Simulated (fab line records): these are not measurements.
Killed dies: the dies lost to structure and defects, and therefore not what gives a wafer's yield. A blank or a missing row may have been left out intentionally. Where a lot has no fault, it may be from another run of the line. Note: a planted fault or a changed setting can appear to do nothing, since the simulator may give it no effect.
Matching of chambers + flow n5 finfet + 4 sister chambers for N5_BEOL_M1_ALD_84 on ald metal-02
The step deposits TaN, pulse time 2 s, purge time 3 s, co reactant purge time 2 s. 4 wafers are shown with their chamber, then 12 later ones without.

EACH WAFER AND ITS CHAMBER
| wafer  | chamber | heater power w (W) |
|--------|---------|--------------------|
| L087.1 | 2       | 461                |
| L087.4 | 3       | 412                |
| L089.1 | 1       | 446                |
| L089.6 | 0       | 419                |

WAFERS WITH NO CHAMBER GIVEN
| wafer  | heater power w (W) |
|--------|--------------------|
| L090.1 | 449                |
| L090.3 | 411                |
| L090.5 | 439                |
| L094.4 | 406                |
| L094.5 | 454                |
| L094.6 | 415                |
| L095.2 | 434                |
| L095.4 | 421                |
| L095.5 | 431                |
| L097.1 | 453                |
| L097.4 | 403                |
| L097.6 | 463                |

EACH ONE'S CHAMBER
| wafer  | from the rows above          | in truth |
|--------|------------------------------|----------|
| L090.1 | can't be placed: 1 or 2      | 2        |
| L090.3 | can't be placed: 3 or 0      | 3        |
| L090.5 | can't be placed: 1 or 0      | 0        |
| L094.4 | can't be placed: 3 or 0      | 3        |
| L094.5 | can't be placed: 2 or 1      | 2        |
| L094.6 | can't be placed: 3 or 0      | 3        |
| L095.2 | can't be placed: 1 or 0 or 3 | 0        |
| L095.4 | can't be placed: 0 or 3      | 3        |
| L095.5 | can't be placed: 0 or 1 or 3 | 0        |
| L097.1 | can't be placed: 1 or 2      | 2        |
| L097.4 | can't be placed: 3 or 0      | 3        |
| L097.6 | 2                            | 2        |
Correct placement for 1 of the 12. Cannot be placed on the basis of these rows: 11; the candidates contain the true chamber in 11. Wrongly placed: 0.
How it was worked out, from the rows above alone: a wafer's distance from a chamber is the root of the sum, over the readings, of the square of ((its reading less the chamber's mean) divided by the reading's scatter). The wafer belongs to the nearest chamber; if the next one is less than 2 further off, it can't be placed. The mean given for a chamber averages the wafers shown for that chamber. The scatter: root of mean squared gap, hidden wafer to nearest shown wafer, with one shown wafer a chamber.
